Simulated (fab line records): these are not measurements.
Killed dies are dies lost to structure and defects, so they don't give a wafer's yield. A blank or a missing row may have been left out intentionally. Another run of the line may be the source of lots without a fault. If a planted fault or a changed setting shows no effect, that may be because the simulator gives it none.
Which of the tools did it?    flow n5 finfet    9 lots, 27 wafers sampled, at 5 steps of a route of 1938

== WHAT THE GAUGES SHOWED, per wafer ==
N5_BEOL_M4_RC_MEAS_101. Usual: DIBL_N 36.1 mV/V, standard deviation 2; DIBL_P 36.3 mV/V, standard deviation 2.4; IOFF_N 0.15 nA/um, standard deviation 0.035; IOFF_P 0.21 nA/um, standard deviation 0.039; ION_N 672 uA/um, standard deviation 15; ION_P 463 uA/um, standard deviation 9.7; SS_N 71.5 mV/dec, standard deviation 0.7; SS_P 73.2 mV/dec, standard deviation 0.75; VT_N 251 mV, standard deviation 3.6; VT_P -250 mV, standard deviation 3.8.
lot   measured      on         DIBL_N (mV/V)   DIBL_P (mV/V)   IOFF_N (nA/um)  IOFF_P (nA/um)  ION_N (uA/um)  ION_P (uA/um)  SS_N (mV/dec)   SS_P (mV/dec)   VT_N (mV)    VT_P (mV)       flag
L989  day 8 06:25   prober-01  33.8 35.8 36.9  33.2 36.5 37.2  0.12 0.14 0.15  0.18 0.22 0.24  676 670 669    466 468 466    70.3 71.2 71.5  72.8 73.4 73.8  255 252 253  -252 -247 -248  
L993  day 9 04:03   prober-01  34.1 37.2 35.7  36.1 39.6 36.1  0.14 0.17 0.15  0.20 0.26 0.19  670 664 660    461 463 458    71.1 71.7 72.0  72.7 73.7 72.8  248 250 251  -250 -250 -252  
L994  day 9 03:31   prober-02  37.0 34.6 35.8  38.5 35.6 36.7  0.18 0.13 0.16  0.27 0.20 0.23  695 671 691    480 468 478    71.8 71.5 70.7  74.5 73.2 74.0  247 254 248  -246 -248 -247  
L995  day 9 14:43   prober-02  39.7 37.9 37.7  39.7 38.4 38.9  0.20 0.16 0.17  0.22 0.20 0.20  671 676 669    456 462 453    72.8 72.7 72.5  74.2 73.3 73.7  247 250 249  -252 -257 -253  
L998  day 10 05:58  prober-02  37.6 37.2 32.9  37.2 36.4 31.1  0.17 0.16 0.10  0.27 0.26 0.18  667 665 644    466 467 460    71.8 72.3 70.6  73.5 73.6 71.3  250 250 257  -244 -245 -247  
L101  day 11 06:01  prober-01  36.2 38.2 35.7  35.9 37.9 34.8  0.16 0.21 0.16  0.22 0.26 0.21  670 703 683    471 478 461    71.7 71.6 71.2  73.3 73.4 72.6  251 245 249  -246 -245 -251  
L106  day 12 15:20  prober-02  37.7 36.5 33.0  37.9 36.8 32.1  0.17 0.17 0.10  0.25 0.25 0.16  685 682 655    477 478 458    72.1 71.6 70.3  73.7 73.6 71.6  249 249 259  -248 -247 -254  
L110  day 13 18:46  prober-01  37.0 32.3 34.5  37.2 31.4 34.8  0.18 0.10 0.14  0.24 0.15 0.21  672 652 665    458 457 458    72.1 70.9 71.1  73.5 71.8 72.5  248 258 252  -250 -254 -249  
L112  day 13 18:54  prober-02  37.6 35.1 38.3  36.7 33.4 38.3  0.17 0.13 0.19  0.24 0.19 0.27  673 661 701    467 461 481    71.1 70.7 71.2  74.5 72.1 73.5  249 252 247  -247 -249 -243  

== WHICH TOOL RAN EACH LOT (tool, then ch and the chambers of the sampled wafers, then the start) ==
lot   N5_MOL_CONTACT_COAG_ALD_133       N5_MOL_CONTACT_COAG_ETCHBACK_134   N5_MOL_CONTACT_COAG_STRIP_72       N5_MOL_CONTACT_COAG_CMP_52
L989  ald sin-02 ch 0,1,2, day 5 07:00  rie diel-05 ch 0,1,3, day 5 07:26  rie diel-05 ch 0,1,3, day 5 07:43  cmp-03 ch 1,2, day 5 08:35
L993  ald sin-02 ch 0,1,2, day 6 08:00  rie diel-04 ch 0,2,3, day 6 08:11  rie diel-04 ch 0,2,3, day 6 08:28  cmp-03 ch 0,1,2, day 6 09:10
L994  ald sin-02 ch 0,1, day 6 10:54    rie diel-04 ch 0,1,2, day 6 11:05  rie diel-04 ch 0,1,2, day 6 11:22  cmp-01 ch 0,1,3, day 6 12:07
L995  ald sin-04 ch 1,2,3, day 6 18:09  rie diel-05 ch 0,3, day 6 18:19    rie diel-05 ch 0,3, day 6 18:36    cmp-03 ch 1,2, day 6 19:17
L998  ald sin-03 ch 0,1, day 7 06:32    rie diel-05 ch 1,2,3, day 7 06:43  rie diel-05 ch 1,2,3, day 7 06:59  cmp-03 ch 0,1,3, day 7 07:45
L101  ald sin-03 ch 0,2,3, day 8 10:38  rie diel-05 ch 1,2,3, day 8 10:49  rie diel-05 ch 1,2,3, day 8 11:06  cmp-01 ch 0,2, day 8 11:49
L106  ald sin-03 ch 0,1,2, day 9 16:40  rie diel-04 ch 0,2,3, day 9 16:50  rie diel-04 ch 0,2,3, day 9 17:07  cmp-03 ch 0,2, day 9 17:50
L110  ald sin-03 ch 0,3, day 10 10:44   rie diel-04 ch 0,1, day 10 10:55   rie diel-04 ch 0,1, day 10 11:12   cmp-04 ch 1,2, day 10 11:55
L112  ald sin-02 ch 0,2, day 11 01:20   rie diel-01 ch 2,3, day 11 01:31   rie diel-01 ch 2,3, day 11 01:48   cmp-01 ch 0,1, day 11 02:44
- N5_MOL_CONTACT_COAG_ALD_133: deposits SiO2, target thk 5 nm, pulse time 1 s, co reactant pulse time 1 s.
- N5_MOL_CONTACT_COAG_ETCHBACK_134: etches SiO2 in CHF3, target depth 10 nm, time 6.7 s.
- N5_MOL_CONTACT_COAG_STRIP_72: strips in N2/H2.
- N5_MOL_CONTACT_COAG_CMP_52: polishes, stops on SiO2, t overpolish 1.5 s, target thk 66.5 nm.

== AS READ BY THE TOOLS THEMSELVES (means over the sampled wafers that have a number; for cases with no such wafer, the mark the record gives instead) ==
N5_MOL_CONTACT_COAG_ALD_133. Usual: heater power w 80 W, standard deviation 5.9; precursor pulse height rel 0.999, standard deviation 0.02; susceptor temp C 100.01 C, standard deviation 0.12.
lot   tool        heater power w (W)  precursor pulse height rel  susceptor temp C (C)  flag
L989  ald sin-02  77                  0.992                       100.03                
L993  ald sin-02  78                  1.005                       99.97                 
L994  ald sin-02  78                  0.999                       99.90                 
L995  ald sin-04  83                  0.989                       100.07                
L998  ald sin-03  78                  0.996                       99.94                 
L101  ald sin-03  78                  1.005                       100.16                
L106  ald sin-03  80                  1.005                       100.04                
L110  ald sin-03  78                  1.001                       100.08                
L112  ald sin-02  82                  1.008                       100.03                

N5_MOL_CONTACT_COAG_ETCHBACK_134. Usual: drypump motor current A 5.5 A, standard deviation 0.4; oes product au 0.78 a.u., standard deviation 0.09; rf vpp V 530 V, standard deviation 19; showerhead plenum p Torr 2.38 Torr, standard deviation 0.093; throttle valve pct 18.73 %, standard deviation 0.25.
lot   tool         drypump motor current A (A)  oes product au (a.u.)  rf vpp V (V)  showerhead plenum p Torr (Torr)  throttle valve pct (%)  flag
L989  rie diel-05  5.2                          0.76                   517           2.34                             18.66                   
L993  rie diel-04  5.6                          0.69                   536           2.46                             18.90                   
L994  rie diel-04  5.8                          0.68                   537           2.41                             19.01                   
L995  rie diel-05  4.9                          0.71                   513           2.38                             18.74                   
L998  rie diel-05  5.4                          0.77                   517           2.32                             18.77                   
L101  rie diel-05  5.4                          0.76                   519           2.32                             18.78                   
L106  rie diel-04  5.6                          0.83                   536           2.45                             18.64                   
L110  rie diel-04  5.7                          0.93                   530           2.52                             18.63                   
L112  rie diel-01  5.6                          0.78                   556           2.42                             18.74                   

N5_MOL_CONTACT_COAG_STRIP_72. Usual: drypump motor current A 5.5 A, standard deviation 0.4; oes product au 0.78 a.u., standard deviation 0.09; power w 450.1 W, standard deviation 1.4; rf vpp V 59.0 V, standard deviation 1.9; showerhead plenum p Torr 2.53 Torr, standard deviation 0.093; throttle valve pct 23.6 %, standard deviation 0.31.
lot   tool         drypump motor current A (A)  oes product au (a.u.)  power w (W)  rf vpp V (V)  showerhead plenum p Torr (Torr)  throttle valve pct (%)  flag
L989  rie diel-05  5.1                          0.77                   450.5        60.1          2.51                             23.5                    
L993  rie diel-04  5.6                          0.68                   450.4        61.5          2.60                             23.6                    
L994  rie diel-04  5.8                          0.70                   449.0        60.7          2.53                             23.6                    
L995  rie diel-05  5.0                          0.72                   451.0        59.7          2.55                             23.4                    
L998  rie diel-05  5.4                          0.76                   401.7        59.2          2.48                             23.7                    OFF
L101  rie diel-05  5.4                          0.75                   402.8        59.1          2.47                             23.7                    OFF
L106  rie diel-04  5.6                          0.82                   449.8        59.7          2.59                             23.4                    
L110  rie diel-04  5.7                          0.96                   448.4        59.7          2.68                             23.5                    
L112  rie diel-01  5.6                          0.76                   451.6        59.3          2.57                             23.5                    

N5_MOL_CONTACT_COAG_CMP_52. Usual: motor current A 12.8 A, standard deviation 1.3; overpolish run s 1.501 s, standard deviation 0.0087; platen rpm 50.29 rpm, standard deviation 0.032; time to endpoint s 13 s, standard deviation 3.5.
lot   tool    motor current A (A)  overpolish run s (s)  platen rpm (rpm)  time to endpoint s (s)  flag
L989  cmp-03  12.0                 1.514                 50.30             14                      
L993  cmp-03  13.1                 1.501                 50.28             16                      
L994  cmp-01  13.0                 1.498                 50.29             12                      
L995  cmp-03  12.2                 1.499                 50.31             13                      
L998  cmp-03  13.2                 1.501                 50.29             13                      
L101  cmp-01  13.6                 1.501                 50.27             12                      
L106  cmp-03  14.2                 1.500                 50.27             20                      
L110  cmp-04  10.9                 1.501                 50.33             14                      
L112  cmp-01  12.9                 1.497                 50.30             11                      

== THE ANSWER, worked out from the rows above alone ==
Rule: lot off if the mean of its wafers having a number is beyond 3 standard deviations from the usual mean. Also off: a lot with no number at a reading for which 4 or more lots have one. Where the step has rows for the other lots, those lots are counted as sound. The gauges are gone through in route order, then the tools' own readings, and for those a lot's mean is taken as printed above. At the first step where some lot is off, the reading lying furthest off is the one used; lots without a number count as furthest.
Off: L998, L101 (N5_MOL_CONTACT_COAG_STRIP_72, power w).
A tool fits if, at that step or a process step before it, it ran every lot that is off, and no sound lot after the first of them. One fits: rie diel-05 at N5_MOL_CONTACT_COAG_ETCHBACK_134 and N5_MOL_CONTACT_COAG_STRIP_72. At N5_MOL_CONTACT_COAG_ETCHBACK_134 its last sound lot is L995 (day 6 18:19), its first lot that is off L998 (day 7 06:43): a fault that began between those two fits.

== WHAT THE SIMULATOR HAD INSERTED ==
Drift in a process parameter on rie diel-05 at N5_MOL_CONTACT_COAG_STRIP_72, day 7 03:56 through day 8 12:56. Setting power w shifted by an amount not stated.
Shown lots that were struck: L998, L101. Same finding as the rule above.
